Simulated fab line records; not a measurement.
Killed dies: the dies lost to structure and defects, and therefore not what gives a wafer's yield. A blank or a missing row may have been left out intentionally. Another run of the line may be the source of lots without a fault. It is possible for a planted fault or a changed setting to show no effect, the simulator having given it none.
Which tool did it? | flow n5-finfet | route of 1938 steps, sampled at 1 step: 12 lots, 36 wafers

## WHAT THE GAUGES READ, wafer by wafer
N5_BEOL_M6_OCD_MEAS_38.
lot  | measured     | on     | trench-depth-nm (nm)
L075 | day 9 00:20  | ocd-01 | 93.5 95.1 94.9
L077 | day 9 15:35  | ocd-02 | 97.2 93.2 95.1
L080 | day 10 05:23 | ocd-01 | 97.5 93.6 95.7
L081 | day 10 15:10 | ocd-01 | 92.9 96.3 95.8
L082 | day 11 07:18 | ocd-02 | 92.8 93.9 95.0
L085 | day 11 22:25 | ocd-02 | 94.9 95.0 94.4
L087 | day 12 09:57 | ocd-02 | 96.1 94.0 93.2
L089 | day 12 15:54 | ocd-02 | 95.8 95.1 92.7
L091 | day 13 02:00 | ocd-01 | 96.6 96.6 96.7
L094 | day 13 18:28 | ocd-01 | 92.6 92.6 96.5
L095 | day 14 10:59 | ocd-01 | 96.7 92.1 94.6
L097 | day 15 00:49 | ocd-02 | 95.6 96.6 96.4

## WHAT TOOL EACH LOT RAN ON (gives the tool, then ch and the chambers of the sampled wafers, and finally the start)
Before these readings, the record contains no process step.

## THE ANSWER, worked out from the rows above alone
Rule: usual is defined by the lots themselves. Put in order of their means at a reading, lots are off if they are a third of the lots or fewer, leave a main group of 4 or more, and stand apart from it by a gap of 3 or more times the standard deviation of the main group's means; of several such gaps the widest counts. Not used: any main group whose means are identical at the precision the tables above print for the reading. A lot without any number at a reading at which 4 lots or more have one is off too. All remaining lots with rows at the step are treated as sound.
Across all readings shown, no lot is off: no conclusion can be drawn from this.

## WHAT WAS PUT IN BY THE SIMULATOR
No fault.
